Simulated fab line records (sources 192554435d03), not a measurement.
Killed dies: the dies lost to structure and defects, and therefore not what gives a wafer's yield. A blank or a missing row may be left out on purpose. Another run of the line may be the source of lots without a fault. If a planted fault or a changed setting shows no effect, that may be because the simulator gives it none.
Chamber matching :: flow n5_finfet :: N5_BEOL_M15_DEP_53 on pecvd-03 has 3 sister chambers
The step deposits SiCN from 3MS/NH3, target thk 50 nm, time 17.8 s. 20 wafers are shown with their chamber, then 10 later ones without.

== WAFERS, EACH WITH ITS CHAMBER ==
wafer: L080.2
chamber: 1
throttle_valve_pct (%): 17.8
showerhead_plenum_p_Torr (Torr): 4.151

wafer: L080.3
chamber: 0
throttle_valve_pct (%): 18.6
showerhead_plenum_p_Torr (Torr): 4.152

wafer: L080.4
chamber: 0
throttle_valve_pct (%): 19.0
showerhead_plenum_p_Torr (Torr): 4.145

wafer: L082.3
chamber: 0
throttle_valve_pct (%): 18.9
showerhead_plenum_p_Torr (Torr): 4.154

wafer: L082.4
chamber: 2
throttle_valve_pct (%): 15.9
showerhead_plenum_p_Torr (Torr): 4.129

wafer: L082.6
chamber: 0
throttle_valve_pct (%): 19.2
showerhead_plenum_p_Torr (Torr): 4.160

wafer: L081.3
chamber: 2
throttle_valve_pct (%): 16.0
showerhead_plenum_p_Torr (Torr): 4.131

wafer: L081.4
chamber: 0
throttle_valve_pct (%): 18.9
showerhead_plenum_p_Torr (Torr): 4.144

wafer: L081.6
chamber: 1
throttle_valve_pct (%): 17.2
showerhead_plenum_p_Torr (Torr): 4.154

wafer: L084.1
chamber: 2
throttle_valve_pct (%): 16.1
showerhead_plenum_p_Torr (Torr): 4.126

wafer: L084.3
chamber: 0
throttle_valve_pct (%): 18.9
showerhead_plenum_p_Torr (Torr): 4.159

wafer: L084.5
chamber: 2
throttle_valve_pct (%): 16.2
showerhead_plenum_p_Torr (Torr): 4.133

wafer: L089.1
chamber: 1
throttle_valve_pct (%): 17.7
showerhead_plenum_p_Torr (Torr): 4.153

wafer: L089.4
chamber: 1
throttle_valve_pct (%): 17.2
showerhead_plenum_p_Torr (Torr): 4.160

wafer: L089.6
chamber: 0
throttle_valve_pct (%): 19.4
showerhead_plenum_p_Torr (Torr): 4.154

wafer: L092.2
chamber: 1
throttle_valve_pct (%): 17.7
showerhead_plenum_p_Torr (Torr): 4.151

wafer: L092.4
chamber: 2
throttle_valve_pct (%): 16.2
showerhead_plenum_p_Torr (Torr): 4.142

wafer: L092.5
chamber: 2
throttle_valve_pct (%): 16.1
showerhead_plenum_p_Torr (Torr): 4.133

wafer: L093.2
chamber: 1
throttle_valve_pct (%): 17.6
showerhead_plenum_p_Torr (Torr): 4.148

wafer: L093.4
chamber: 1
throttle_valve_pct (%): 17.7
showerhead_plenum_p_Torr (Torr): 4.163

SIGNATURES, as means of the wafers listed above
reading: throttle_valve_pct
chamber 0: 18.986
chamber 1: 17.557
chamber 2: 16.083
scatter within a chamber: 0.221

reading: showerhead_plenum_p_Torr
chamber 0: 4.15257
chamber 1: 4.15429
chamber 2: 4.13233
scatter within a chamber: 0.00569
Rule: a wafer's distance from a chamber is the root of the sum, over the readings, of the square of ((its reading less the chamber's mean) divided by the reading's scatter). The wafer belongs to the nearest chamber; if the next one is less than 2 further off, it can't be placed. The scatter: the root of (the sum of the squares of (reading less its chamber's mean) over the shown wafers, divided by (wafers less chambers)).

== WAFERS WHOSE CHAMBER IS MISSING ==
wafer: L093.6
throttle_valve_pct (%): 16.3
showerhead_plenum_p_Torr (Torr): 4.133

wafer: L094.4
throttle_valve_pct (%): 16.1
showerhead_plenum_p_Torr (Torr): 4.132

wafer: L094.5
throttle_valve_pct (%): 17.5
showerhead_plenum_p_Torr (Torr): 4.158

wafer: L094.6
throttle_valve_pct (%): 19.1
showerhead_plenum_p_Torr (Torr): 4.139

wafer: L095.1
throttle_valve_pct (%): 19.4
showerhead_plenum_p_Torr (Torr): 4.154

wafer: L095.3
throttle_valve_pct (%): 16.3
showerhead_plenum_p_Torr (Torr): 4.139

wafer: L095.6
throttle_valve_pct (%): 19.3
showerhead_plenum_p_Torr (Torr): 4.153

wafer: L097.1
throttle_valve_pct (%): 17.5
showerhead_plenum_p_Torr (Torr): 4.163

wafer: L097.3
throttle_valve_pct (%): 16.5
showerhead_plenum_p_Torr (Torr): 4.134

wafer: L097.6
throttle_valve_pct (%): 16.1
showerhead_plenum_p_Torr (Torr): 4.131

== WHICH CHAMBER EACH WENT THROUGH ==
wafer: L093.6
from the rows above: 2
in truth: 2

wafer: L094.4
from the rows above: 2
in truth: 2

wafer: L094.5
from the rows above: 1
in truth: 1

wafer: L094.6
from the rows above: 0
in truth: 0

wafer: L095.1
from the rows above: 0
in truth: 0

wafer: L095.3
from the rows above: 2
in truth: 2

wafer: L095.6
from the rows above: 0
in truth: 0

wafer: L097.1
from the rows above: 1
in truth: 1

wafer: L097.3
from the rows above: 2
in truth: 2

wafer: L097.6
from the rows above: 2
in truth: 2
10 of 10 placed correctly. Not placeable from these rows: 0. Wrongly placed: 0.
